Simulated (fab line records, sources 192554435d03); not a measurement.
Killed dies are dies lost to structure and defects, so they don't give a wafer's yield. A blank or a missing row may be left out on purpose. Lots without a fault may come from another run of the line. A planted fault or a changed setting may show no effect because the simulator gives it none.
fab line records | flow n5_finfet | part 2 of 2: steps 22 to 30 of 30
record lots=5 wafers=15 last_day=16
route steps=1938 shown ZERO_LAYER@5 WELL_APT@20
lots that met no fault: from a run of the same line without faults
start_h: hours from the record's first day to the start of the lot's first wafer shown | wait_h: hours since the lot's step before | " the same as in the row above | L1.1+2: a row that stands for several wafers | - no value, or no start given | * or withheld: withheld | < > ~ a bound
route shown NAME@n: a module of which the file shows steps, and the number in the route of the first | usual: mean/standard deviation of fault-free wafers | same: alike in all rows | chamber/n: place in a boat | sites: the reading at each site | _std_site: their standard deviation | _edge_site: outer sites' mean less inner sites' | radius_mm: how far each site lies from the wafer's centre | mask NAME#n: copy n | behind: the tool/chamber that last shaped the wafer | hold: why the lot was held/for how many hours/how that ended | device: the transistor (n, p or np) that didn't switch | end of line: the same wafers' tests at the end of the route | a step without rows: its recipe alone | killed: dies lost to structure and defects at the first sort, not the wafer's yield | map: a wafer's dies, x killed, . not, _ none there
set.NAME: the setting as run; set.NAME@STEP: as run at that earlier step | model.NAME: the simulator's own value behind a step, which no gauge read
lots at some steps of the route; a table a step, a row a wafer
services: from which hour (start_h, from the record's first day; less than 0 if before it) a tool's chamber was out of use, for how many hours, and why
## steps
# step N5_WELL_APT_DEVELOP_07
# recipe develop_time_s=45 rinse_liquid=surfactant_rinse dry=air_spin dev_temp_c=21
# usual chill_plate_temp_C=23.00/0.12
# same develop_time_s=45
# columns lot.wafer tool chamber start_h wait_h chill_plate_temp_C
L075.2 litho_track-03 0 - - 23.00
L075.3 " 0 " " 23.09
L075.6 " 0 " " 22.99
L080.1 litho_track-02 0 - - 22.98
L080.2 " 0 " " 22.95
L080.4 " 0 " " 22.99
L082.2 litho_track-02 0 - - 23.11
L082.3 " 0 " " 23.19
L082.6 " 0 " " 22.99
L091.1 litho_track-02 0 - - 23.02
L091.3 " 0 " " 23.00
L091.6 " 0 " " 23.15
L094.1 litho_track-02 0 - - 22.90
L094.4 " 0 " " 22.83
L094.6 " 0 " " 22.93
# step N5_WELL_APT_HARDBAKE_12
# recipe temp_c=130 time_s=120
# usual chill_plate_temp_C=23.00/0.11 plate_temp_C=130.01/0.14
# columns lot.wafer tool chamber start_h wait_h chill_plate_temp_C plate_temp_C
L075.2 litho_track-03 0 - - 22.89 129.94
L075.3 " 0 " " 22.96 129.95
L075.6 " 0 " " 23.06 129.99
L080.1 litho_track-02 0 - - 23.04 129.99
L080.2 " 0 " " 22.93 130.25
L080.4 " 0 " " 22.88 129.96
L082.2 litho_track-02 0 - - 22.78 129.96
L082.3 " 0 " " 22.89 130.05
L082.6 " 0 " " 22.95 130.00
L091.1 litho_track-02 0 - - 23.07 130.16
L091.3 " 0 " " 23.10 130.22
L091.6 " 0 " " 23.11 130.09
L094.1 litho_track-02 0 - - 22.89 129.89
L094.4 " 0 " " 22.84 130.08
L094.6 " 0 " " 22.97 129.92
# step N5_WELL_APT_CD_MEAS_08
# recipe target_cd_nm=200 landing_energy_ev=500 detector=se_inlens
# usual cd_nm=199.1/1.4
# columns lot.wafer tool chamber start_h wait_h cd_nm
L075.2 cd_sem-03 0 19.94 - 197.1
L075.3 " 0 " " 198.0
L075.6 " 0 " " 198.2
L080.1 cd_sem-03 0 49.58 - 199.9
L080.2 " 0 " " 200.3
L080.4 " 0 " " 198.9
L082.2 cd_sem-01 0 61.69 - 199.4
L082.3 " 0 " " 200.1
L082.6 " 0 " " 199.5
L091.1 cd_sem-01 0 115.81 - 196.3
L091.3 " 0 " " 198.4
L091.6 " 0 " " 196.6
L094.1 cd_sem-03 0 133.81 - 198.8
L094.4 " 0 " " 198.4
L094.6 " 0 " " 198.3
# step N5_WELL_APT_OVL_MEAS_09
# recipe points_per_wafer=44
# usual NWELL_OVL=4/4.7
# columns lot.wafer tool chamber start_h wait_h NWELL_OVL[nm]
L075.2 overlay-01 0 19.97 0.0 10
L075.3 " 0 " " 7
L075.6 " 0 " " 2
L080.1 overlay-01 0 49.61 0.0 2
L080.2 " 0 " " -3
L080.4 " 0 " " 12
L082.2 overlay-02 0 61.71 0.0 2
L082.3 " 0 " " 6
L082.6 " 0 " " 6
L091.1 overlay-02 0 115.84 0.0 -3
L091.3 " 0 " " 6
L091.6 " 0 " " 1
L094.1 overlay-01 0 133.84 0.0 2
L094.4 " 0 " " 9
L094.6 " 0 " " 5
# step N5_WELL_APT_INSPECT_10
# recipe mode=adi inspect_instrument=macro
# usual raw_defect_count=2.0/1.5
# columns lot.wafer tool chamber start_h wait_h raw_defect_count
L075.2 defect_inspect-02 - 19.99 0.0 0
L075.3 " - " " 4
L075.6 " - " " 0
L080.1 defect_inspect-01 - 49.63 0.0 7
L080.2 " - " " 0
L080.4 " - " " 3
L082.2 defect_inspect-02 - 61.74 0.0 2
L082.3 " - " " 1
L082.6 " - " " 3
L091.1 defect_inspect-02 - 115.86 0.0 1
L091.3 " - " " 0
L091.6 " - " " 1
L094.1 defect_inspect-02 - 133.87 0.0 1
L094.4 " - " " 3
L094.6 " - " " 1
# step N5_WELL_APT_DESCUM_13
# recipe chemistry=O2 time_s=7.9 source_power_w=50 bias_power_w=20 pressure_mtorr=20 rf_frequency_hz=2.712e+07 temp_c=40 o2_flow_sccm=225
# usual drypump_motor_current_A=5.9/0.34 oes_product_au=0.75/0.069 rf_vpp_V=242.6/1.2 showerhead_plenum_p_Torr=2.06/0.054 throttle_valve_pct=20.54/0.21
# columns lot.wafer tool chamber start_h wait_h drypump_motor_current_A oes_product_au rf_hours_counter_h rf_vpp_V showerhead_plenum_p_Torr throttle_valve_pct
L075.2 rie_diel-02 0 20.03 0.0 5.9 0.75 161 240.8 2.01 20.56
L075.3 " 1 " " 5.0 0.76 132 243.0 2.01 20.29
L075.6 " 0 " " 5.9 0.74 - 241.3 2.01 20.58
L080.1 rie_diel-06 3 49.67 0.0 6.2 0.80 124 241.8 2.02 20.45
L080.2 " 2 " " 5.9 0.71 224 243.7 2.08 20.36
L080.4 " 1 " " 6.0 0.78 121 242.9 2.10 20.57
L082.2 rie_diel-06 0 61.77 0.0 5.8 0.68 237 243.4 2.06 20.70
L082.3 " 3 " " 6.2 0.79 127 240.5 2.02 20.44
L082.6 " 2 " " 5.9 0.71 - 242.2 2.08 20.36
L091.1 rie_diel-06 2 116.18 0.3 5.9 0.68 247 242.0 2.07 20.39
L091.3 " 1 " " 5.9 0.76 144 243.3 2.09 20.62
L091.6 " 3 " " 6.2 0.78 - 242.8 2.01 20.48
L094.1 rie_diel-02 3 133.90 0.0 6.1 0.72 182 241.8 1.99 20.89
L094.4 " 2 " " 6.2 0.76 166 245.0 2.18 20.90
L094.6 " 3 " " 6.1 0.73 - 241.7 1.99 20.90
# step N5_WELL_APT_IMPLANT_14
# recipe species=P energy_kev=160 dose_cm2=1.5e+13 tilt_deg=0 rotation_deg=0
# usual faraday_current_uA=190/4.2 rotation_deg=0.002/0.02
# columns lot.wafer tool chamber start_h wait_h faraday_current_uA rotation_deg
L075.2 implanter-02 0 20.16 0.1 191 0.013
L075.3 " 0 " " 192 0.014
L075.6 " 0 " " 192 0.023
L080.1 implanter-01 0 49.77 0.1 191 -0.009
L080.2 " 0 " " 198 0.008
L080.4 " 0 " " 190 0.005
L082.2 implanter-01 0 61.90 0.1 192 -0.033
L082.3 " 0 " " 185 -0.010
L082.6 " 0 " " 188 -0.015
L091.1 implanter-01 0 116.28 0.1 198 0.026
L091.3 " 0 " " 194 0.053
L091.6 " 0 " " 193 0.027
L094.1 implanter-02 0 134.00 0.1 189 -0.017
L094.4 " 0 " " 190 -0.021
L094.6 " 0 " " 190 -0.010
# step N5_WELL_APT_IMPLANT_15
# recipe species=As energy_kev=25 dose_cm2=1.5e+13 tilt_deg=0 rotation_deg=0
# usual faraday_current_uA=191/3.8 rotation_deg=0.001/0.019
# columns lot.wafer tool chamber start_h wait_h faraday_current_uA rotation_deg
L075.2 implanter-02 0 20.34 0.1 183 0.002
L075.3 " 0 " " 190 0.012
L075.6 " 0 " " 188 0.005
L080.1 implanter-01 0 49.95 0.1 191 -0.006
L080.2 " 0 " " 190 -0.004
L080.4 " 0 " " 188 -0.019
L082.2 implanter-01 0 62.08 0.1 191 0.003
L082.3 " 0 " " 191 0.012
L082.6 " 0 " " 191 -0.034
L091.1 implanter-01 0 116.46 0.1 193 0.001
L091.3 " 0 " " 189 0.005
L091.6 " 0 " " 184 -0.006
L094.1 implanter-02 0 134.18 0.1 189 0.005
L094.4 " 0 " " 189 0.003
L094.6 " 0 " " 188 0.000
# step N5_WELL_APT_STRIP_16
# recipe chemistry=SPM time_s=900 temp_c=130 h2so4_h2o2_vol_ratio=4 dry=ipa_marangoni
# columns lot.wafer tool chamber start_h wait_h
L075.2+3+6 wet_bench-01 1,6,7 20.53 0.2
L080.1+2+4 wet_bench-01 0,1,3 50.16 0.2
L082.2+3+6 wet_bench-05 4,2,0 62.26 0.1
L091.1+3+6 wet_bench-01 6,3,1 116.67 0.2
L094.1+4+6 wet_bench-03 1,0,7 134.39 0.2
## services
# columns tool chamber start_h hours kind
wet_bench-02 - -4.70 3.9 repair
krf_scanner-02 - 8.62 1.0 pm
implanter-01 - 9.53 4.1 repair
krf_scanner-01 - 12.34 0.3 repair
krf_scanner-02 - 42.84 0.6 repair
rie_diel-01 3 44.83 2.5 repair
rie_si-05 3 63.13 4.8 repair
implanter-02 - 64.14 14.3 pm
rie_si-05 - 76.48 2.8 pm
krf_scanner-01 - 76.72 4.2 repair
krf_scanner-02 - 80.24 2.8 repair
rie_diel-04 1 89.19 5.1 repair
krf_scanner-02 - 90.88 1.3 pm
rie_diel-01 0 102.36 22.0 repair
krf_scanner-01 - 103.29 1.3 pm
rie_diel-04 1 105.96 14.5 repair
implanter-02 - 108.91 3.9 repair
krf_scanner-01 - 110.92 1.0 pm
krf_scanner-01 - 112.12 0.8 pm
implanter-02 - 116.45 4.6 repair
rie_diel-04 3 120.72 9.8 repair
krf_scanner-01 - 128.34 0.3 repair
implanter-01 - 128.62 0.9 repair
rie_si-05 0 130.86 1.6 repair
